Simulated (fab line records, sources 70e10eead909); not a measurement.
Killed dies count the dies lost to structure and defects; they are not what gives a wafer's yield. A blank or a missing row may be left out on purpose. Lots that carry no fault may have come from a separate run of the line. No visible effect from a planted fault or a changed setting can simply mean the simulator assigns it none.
Matching of chambers + flow nand harc + rie diel-12 running NHARC_A_CONTACT_ETCH_88: 4 sister chambers
The step etches the open film in CF4, target depth 39 nm, time 65 s. 4 wafers are shown with their chamber, then 12 later ones without.

WAFERS, EACH WITH ITS CHAMBER
| wafer  | chamber | showerhead plenum p Torr (Torr) |
|--------|---------|---------------------------------|
| L090.6 | 0       | 1.76                            |
| L092.3 | 1       | 1.84                            |
| L092.4 | 3       | 1.69                            |
| L092.6 | 2       | 1.73                            |

WAFERS WHOSE CHAMBER IS MISSING
| wafer  | showerhead plenum p Torr (Torr) |
|--------|---------------------------------|
| L094.2 | 1.69                            |
| L094.3 | 1.73                            |
| L094.4 | 1.84                            |
| L095.1 | 1.73                            |
| L095.2 | 1.75                            |
| L095.4 | 1.84                            |
| L097.1 | 1.84                            |
| L097.2 | 1.72                            |
| L097.3 | 1.75                            |
| L097.4 | 1.68                            |
| L097.5 | 1.75                            |
| L097.6 | 1.68                            |

EACH ONE'S CHAMBER
| wafer  | from the rows above     | in truth |
|--------|-------------------------|----------|
| L094.2 | 3                       | 3        |
| L094.3 | 2                       | 2        |
| L094.4 | 1                       | 1        |
| L095.1 | 2                       | 2        |
| L095.2 | can't be placed: 0 or 2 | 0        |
| L095.4 | 1                       | 1        |
| L097.1 | 1                       | 1        |
| L097.2 | 2                       | 2        |
| L097.3 | can't be placed: 0 or 2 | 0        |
| L097.4 | 3                       | 3        |
| L097.5 | can't be placed: 0 or 2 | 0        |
| L097.6 | 3                       | 3        |
Placed correctly: 9 of 12. Cannot be placed on the basis of these rows: 3; the candidates contain the true chamber in 3. 0 placed wrongly.
How it was worked out, from the rows above alone: a wafer's distance from a chamber is the root of the sum, over the readings, of the square of ((its reading less the chamber's mean) divided by the reading's scatter). If the next closest chamber is less than 2 further off than the closest, the wafer can't be placed; otherwise it belongs to the closest. A chamber's mean is the mean of its shown wafers. The scatter (one wafer shown for each chamber): square how far every hidden wafer sits from the nearest shown wafer, average those squares and take the square root.
